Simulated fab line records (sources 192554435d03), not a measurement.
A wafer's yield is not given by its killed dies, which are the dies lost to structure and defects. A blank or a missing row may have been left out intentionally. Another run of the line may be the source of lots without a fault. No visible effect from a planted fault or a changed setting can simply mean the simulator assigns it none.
Comparing a struck lot with a sound one | flow n5-finfet | 38 steps out of a route of 1938
Sound: wafers L463.1, L463.4, L463.6. Struck: wafer L459.6 (left out: L459.2, L459.5 of the same lot, which were not struck); the cause appears at the end.
Each step with rows lists, per side, the tool, then ch with its chambers, then its first start. Under that, the readings that differ: sound wafers | struck wafers | difference of the means | sigmas: that difference in standard deviations of wafers without a fault.
alike: same words and numbers on both sides, and readings whose means sit less than 2 such deviations apart. not compared: any withheld reading, any reading some wafer has no value for, any bound like >300 that may hide the same value, and any number with overlapping values for which the record gives no deviation.
Wherever a step has rows on one side only, a row that says differs or no value, or a row with sigmas, the two part there. When numbers do not overlap yet have no deviation, they are printed without sigmas and do not part them. A reading missing from all wafers of one side parts the sides only when that side holds two or more wafers.

first, 9 steps without rows for these wafers: N5_BEOL_M4_ANNEAL_95 (time 240 s); N5_BEOL_M4_SPUTTER_96 (material Cu, target thk 4.5 nm, time 8.29 s); N5_BEOL_M4_ECD_50 (material Cu, target thk 300 nm); N5_BEOL_M4_ANNEAL_51 (time 90 s); N5_BEOL_M4_CMP_52 (polishes, stops on SiOC, t overpolish 6.8 s, target thk 40 nm); N5_BEOL_M4_PRE_CLEAN_60 (time 15 s); N5_BEOL_M4_CO_CAP_55 (material Co, precursor CCTBA/H2, target thk 2 nm, time 102.1 s); N5_BEOL_M4_PRE_CLEAN_56 (time 15 s); N5_BEOL_M4_DEP_57 (deposits SiCN from 3MS/NH3, target thk 8 nm, time 14 s).
N5_BEOL_M4_RC_MEAS_101:
  sound on prober-02 ch 0, day 13 18:23; struck on prober-01 ch 0, day 12 18:18
  reading   | sound             | struck | difference | sigmas
  VT_N (mV) | 253.5 250.4 249.9 | 245.0  | -6.3       | -2
  alike: DIBL_N, DIBL_P, IOFF_N, IOFF_P, ION_N, ION_P, SS_N, SS_P, VT_P
then, 24 steps without rows for these wafers: N5_BEOL_M5_ILD_DEP_00 (deposits SiCOH lowk from DEMS/porogen, target thk 140.64 nm, time 25.9 s); N5_BEOL_M5_CURE_79 (cures SiCOH lowk, time 240 s); N5_BEOL_M5_PECVD_70 (deposits SiO2 from TEOS/O2, target thk 16 nm, time 18 s); N5_BEOL_M5_HM_DEP_02 (deposits TiN, target thk 20 nm); N5_BEOL_M5_COAT_59 (time 60 s, resist thk 60 nm); N5_BEOL_M5_COAT_60 (time 60 s, resist thk 12 nm); N5_BEOL_M5_COAT_71 (time 60 s, resist thk 5 nm); N5_BEOL_M5_COAT_05 (resist thk 30 nm); N5_BEOL_M5_EBR_07; N5_BEOL_M5_SOFTBAKE_06 (time 60 s); N5_BEOL_M5_EXPOSE_08 (exposes mask M5, target cd 28 nm); N5_BEOL_M5_PEB_09 (peb time 60 s); N5_BEOL_M5_DEVELOP_10 (develop time 30 s); N5_BEOL_M5_DESCUM_16 (chemistry O2, time 7 s); N5_BEOL_M5_ETCH_72 (etches underlayer in N2/H2, target depth 6.5 nm, time 5.2 s); N5_BEOL_M5_ETCH_61 (etches SiARC in CF4, target depth 15.6 nm, time 26 s); N5_BEOL_M5_ETCH_62 (etches SOC in N2/H2, target depth 75 nm, overetch 15 nm, time 112.5 s); N5_BEOL_M5_STRIP_63 (strips in N2/H2); N5_BEOL_M5_STRIP_73 (strips in N2/H2); N5_BEOL_M5_STRIP_64 (strips in CF4); N5_BEOL_M5_HM_OPEN_17 (chemistry Cl2/BCl3, target TiN, target depth 20 nm, overetch 6 nm); N5_BEOL_M5_STRIP_19 (strips in O2); N5_BEOL_M5_COAT_65 (time 60 s, resist thk 60 nm); N5_BEOL_M5_COAT_66 (time 60 s, resist thk 12 nm).
-- record jumps: 3 days separate the struck wafers' starts on either side; left off in module BEOL_M5, taken up again in module BEOL_M11, whose first shown step is the route's number 1536 --
N5_BEOL_M11_ILD_DEP_00: deposits SiCOH lowk from DEMS/porogen, target thk 308.51 nm, time 58 s.
  sound on pecvd-03 ch 0,2, day 16 05:55; struck on pecvd-04 ch 1, day 15 06:44
  reading                                             | sound             | struck | difference | sigmas
  run-length-s (s)                                    | 101.5 101.5 101.5 | 129.2  | +27.7      | +62
  model.SiCOH_lowk_of_BEOL_M11_ILD_DEP_00.thk-nm (nm) | 303.2 306.8 303.6 | 456    | +151       |
  alike: heater-power-outer-w, heater-power-w, showerhead-plenum-p-Torr, throttle-valve-pct
N5_BEOL_M11_THK_MEAS_01:
  sound on film-metro-02 at day 16 06:31; struck on film-metro-02 at day 15 07:20
  reading          | sound       | struck | difference | sigmas
  M11_ILD_THK (nm) | 264 266 264 | 400    | +135       | +37
N5_BEOL_M11_CMP_52: polishes, stops on SiCOH lowk, t overpolish 7 s, target thk 140 nm.
  sound on cmp-03 ch 0,1,2, day 16 14:54; struck on cmp-03 ch 1, day 15 15:27
  reading                                             | sound             | struck | difference | sigmas
  slurry-filter-dp-kPa (kPa)                          | 13.59 13.77 13.67 | 13.37  | -0.31      | -2
  model.SiCOH_lowk_of_BEOL_M11_ILD_DEP_00.thk-nm (nm) | 260.4 263.4 260.6 | 396.4  | +134.9     |
  alike: clearing-platen-down-force-psi, motor-current-A
N5_PASSIVATION_PROBE_49:
  sound on prober-02 at day 18 09:23; struck on prober-01 at day 17 14:11
  reading                  | sound          | struck | difference | sigmas
  defect-limited-yield (%) | 90.7 92.4 91.1 | 0      | -91        | -70
  killed_at_M4_up          | 17 9 17        | 1101   | +1087      | +99 or more
  killed-dies              | 110 90 105     | 1180   | +1078      | +67
  killed-on-rim            | 22 10 13       | 152    | +137       | +34
  sort_bin_5_function (%)  | 5.3 4.2 5.3    | 97.4   | +92.5      | +99 or more
  sort_bin_8_speed (%)     | 0.25 0 0       | 0      | +0         | -3
  sort-n-pass              | 1067 1090 1075 | 0      | -1077      | -67
  sort-yield-pct (%)       | 90.4 92.4 91.1 | 0      | -91        | -70
  alike: killed_at_M0_to_M3, killed-at-contacts, killed-at-front-end, killed-at-other, killed-open, killed-short, sort_bin_4_leakage, sort_bin_6_memory

## WHERE THEY PART
Earliest at N5_BEOL_M4_RC_MEAS_101; latest, in this record, at N5_PASSIVATION_PROBE_49.

WHY: whatever the simulator had introduced
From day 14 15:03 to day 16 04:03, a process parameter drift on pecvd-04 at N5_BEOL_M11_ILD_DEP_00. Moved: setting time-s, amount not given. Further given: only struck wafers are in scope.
